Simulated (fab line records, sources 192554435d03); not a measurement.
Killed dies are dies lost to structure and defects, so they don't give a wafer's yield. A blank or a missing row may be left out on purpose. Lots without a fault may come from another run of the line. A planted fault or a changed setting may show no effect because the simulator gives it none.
Which tool did it? | flow n5_finfet | 11 lots, 33 wafers sampled, at 5 steps of a route of 1938

WHAT THE GAUGES READ, wafer by wafer
The record holds no reading of a measuring or inspecting step that can be judged against a usual standard deviation.

WHICH TOOL RAN EACH LOT (tool, then ch and the chambers of the sampled wafers, then the start)
lot  | N5_BEOL_M1_CVD_47                | N5_PASSIVATION_PRE_CLEAN_19  | N5_PASSIVATION_ETCH_59            | N5_PASSIVATION_STRIP_48            | N5_PASSIVATION_PROBE_49
L354 | cvd_co-01 ch 0,1,2, day 6 00:47  | pvd_sputter-02, day 12 12:46 | rie_metal-02 ch 0, day 12 13:57   | rie_diel-03 ch 1,3, day 12 15:45   | -
L355 | cvd_co-02 ch 0,2, day 6 16:05    | pvd_sputter-03, day 13 03:07 | rie_metal-01 ch 0,1, day 13 04:32 | rie_diel-05 ch 0,1,3, day 13 06:20 | -
L359 | cvd_co-01 ch 0,1,2, day 7 15:38  | pvd_sputter-02, day 14 18:32 | rie_metal-02 ch 0,1, day 14 19:52 | rie_diel-04 ch 0,1,3, day 14 21:49 | -
L358 | cvd_co-02 ch 0,2, day 7 15:48    | pvd_sputter-03, day 14 20:56 | rie_metal-03 ch 0,1, day 14 22:17 | rie_diel-04 ch 1,2, day 15 00:17   | -
L365 | cvd_co-02 ch 2, day 8 23:50      | pvd_sputter-03, day 16 10:05 | rie_metal-01 ch 0,1, day 16 11:17 | rie_diel-04 ch 0,2,3, day 16 13:06 | -
L364 | cvd_co-01 ch 0,1,2, day 9 00:11  | pvd_sputter-03, day 15 21:41 | rie_metal-03 ch 0,1, day 15 23:05 | rie_diel-03 ch 0,2,3, day 16 01:13 | prober-02, day 16 04:34
L366 | cvd_co-02 ch 0,2, day 9 09:43    | pvd_sputter-03, day 17 01:52 | rie_metal-01 ch 0,1, day 17 03:11 | rie_diel-05 ch 0,3, day 17 05:08   | prober-02, day 17 07:41
L367 | cvd_co-02 ch 0,2, day 9 11:25    | pvd_sputter-03, day 16 10:25 | rie_metal-03 ch 0,1, day 16 11:41 | rie_diel-03 ch 0,3, day 16 13:38   | -
L368 | cvd_co-02 ch 0,1,2, day 9 19:19  | pvd_sputter-01, day 17 02:08 | rie_metal-03 ch 0,1, day 17 03:26 | rie_diel-05 ch 0,1,3, day 17 05:44 | prober-01, day 17 08:18
L370 | cvd_co-02 ch 0,1,2, day 10 14:24 | pvd_sputter-01, day 18 18:43 | rie_metal-01 ch 0,1, day 18 20:02 | rie_diel-05 ch 0,1,2, day 18 22:12 | prober-01, day 19 01:00
L377 | cvd_co-01 ch 0,1,2, day 12 03:35 | pvd_sputter-02, day 19 15:09 | rie_metal-03 ch 0,1, day 19 16:34 | rie_diel-05 ch 0,1, day 19 18:20   | -
- N5_BEOL_M1_CVD_47: deposits Co from CCTBA/H2, target thk 3 nm, time 223.8 s.
- N5_PASSIVATION_PRE_CLEAN_19
- N5_PASSIVATION_ETCH_59: etches TaN in Cl2/BCl3, target depth 65 nm, time 34.9 s.
- N5_PASSIVATION_STRIP_48: strips in O2.
- N5_PASSIVATION_PROBE_49

WHAT THE TOOLS THEMSELVES READ (means of the sampled wafers that have a number; where no wafer has one, the mark that the record gives instead)
N5_PASSIVATION_PRE_CLEAN_19.
lot  | tool           | heater_power_w (W)
L354 | pvd_sputter-02 | 461
L355 | pvd_sputter-03 | 474
L359 | pvd_sputter-02 | 453
L358 | pvd_sputter-03 | 452
L365 | pvd_sputter-03 | 468
L364 | pvd_sputter-03 | 424
L366 | pvd_sputter-03 | 453
L367 | pvd_sputter-03 | 416
L368 | pvd_sputter-01 | 496
L370 | pvd_sputter-01 | 501
L377 | pvd_sputter-02 | 455

N5_PASSIVATION_ETCH_59.
lot  | tool         | bcl3_flow_sccm (sccm) | drypump_motor_current_A (A) | oes_product_au (a.u.) | throttle_valve_pct (%)
L354 | rie_metal-02 | 29.96                 | 6.0                         | 0.78                  | 20.87
L355 | rie_metal-01 | 29.98                 | 5.9                         | 0.78                  | 21.35
L359 | rie_metal-02 | 30.04                 | 5.7                         | 0.71                  | 21.04
L358 | rie_metal-03 | 29.94                 | 5.9                         | 0.86                  | 20.97
L365 | rie_metal-01 | 29.95                 | 6.3                         | 0.76                  | 21.26
L364 | rie_metal-03 | 29.99                 | 5.9                         | 0.85                  | 20.99
L366 | rie_metal-01 | 29.96                 | 6.2                         | 0.75                  | 21.28
L367 | rie_metal-03 | 29.97                 | 5.9                         | 0.85                  | 20.99
L368 | rie_metal-03 | 30.02                 | 5.9                         | 0.86                  | 21.13
L370 | rie_metal-01 | 30.09                 | 6.2                         | 0.75                  | 21.27
L377 | rie_metal-03 | 29.91                 | 5.9                         | 0.84                  | 21.13

N5_PASSIVATION_STRIP_48.
lot  | tool        | drypump_motor_current_A (A) | oes_product_au (a.u.) | rf_vpp_V (V) | showerhead_plenum_p_Torr (Torr) | throttle_valve_pct (%)
L354 | rie_diel-03 | 5.7                         | 0.90                  | 5.9          | 2.15                            | 16.45
L355 | rie_diel-05 | 5.3                         | 0.87                  | 3.6          | 2.14                            | 16.72
L359 | rie_diel-04 | 6.2                         | 0.84                  | 3.4          | 2.10                            | 16.74
L358 | rie_diel-04 | 6.0                         | 0.82                  | 4.9          | 2.04                            | 16.61
L365 | rie_diel-04 | 6.2                         | 0.80                  | 3.1          | 2.08                            | 16.79
L364 | rie_diel-03 | 5.6                         | 0.74                  | 3.8          | 2.04                            | 16.76
L366 | rie_diel-05 | 5.2                         | 0.85                  | 3.8          | 2.11                            | 16.68
L367 | rie_diel-03 | 5.6                         | 0.80                  | 1.2          | 2.06                            | 16.69
L368 | rie_diel-05 | 5.3                         | 0.83                  | 4.8          | 2.13                            | 16.81
L370 | rie_diel-05 | 5.5                         | 0.76                  | 2.4          | 2.03                            | 16.90
L377 | rie_diel-05 | 5.4                         | 0.80                  | 2.9          | 2.08                            | 16.89

N5_PASSIVATION_PROBE_49.
lot  | tool      | defect_limited_yield (%) | killed_at_M0_to_M3 | killed_at_M4_up | killed_at_contacts | killed_at_front_end | killed_at_other | killed_dies | killed_open | killed_short | sort_bin_5_function (%) | sort_bin_6_memory (%) | sort_bin_8_speed (%) | sort_n_pass | sort_yield_pct (%)
L364 | prober-02 | 92.1                     | 36                 | 15              | 15                 | 25                  | 2.3             | 93          | 61          | 31           | 4.7                     | 2.8                   | 0.0                  | 1087        | 92.1
L366 | prober-02 | 90.7                     | 52                 | 18              | 7                  | 30                  | 3.3             | 110         | 73          | 33           | 5.1                     | 3.9                   | 0.0                  | 1070        | 90.7
L368 | prober-01 | 87.0                     | 83                 | 13              | 9                  | 43                  | 6.3             | 153         | 79          | 34           | 8.3                     | 3.7                   | 0.0                  | 1027        | 87.0
L370 | prober-01 | 87.4                     | 83                 | 17              | 10                 | 36                  | 3.0             | 149         | 70          | 37           | 7.8                     | 4.0                   | 0.0                  | 1031        | 87.4

THE ANSWER, worked out from the rows above alone
Rule: what is usual is taken from the lots themselves. Put in order of their means at a reading, lots are off if they are a third of the lots or fewer, leave a main group of 4 or more, and stand apart from it by a gap of 3 or more times the standard deviation of the main group's means; of several such gaps the widest counts. A main group whose means are all the same, to the digits that the tables above print for the reading, isn't used. A lot without any number at a reading at which 4 lots or more have one is off too. The other lots that the step has rows for count as sound. The gauges are gone through in route order, then the tools' own readings, and for those a lot's mean is taken as printed above. The first step at which some lot is off is used, and at that step the reading that is off furthest; a lot without a number counts as furthest.
No lot is off at any reading shown: from this, nothing can be told.

WHAT THE SIMULATOR HAD PUT IN
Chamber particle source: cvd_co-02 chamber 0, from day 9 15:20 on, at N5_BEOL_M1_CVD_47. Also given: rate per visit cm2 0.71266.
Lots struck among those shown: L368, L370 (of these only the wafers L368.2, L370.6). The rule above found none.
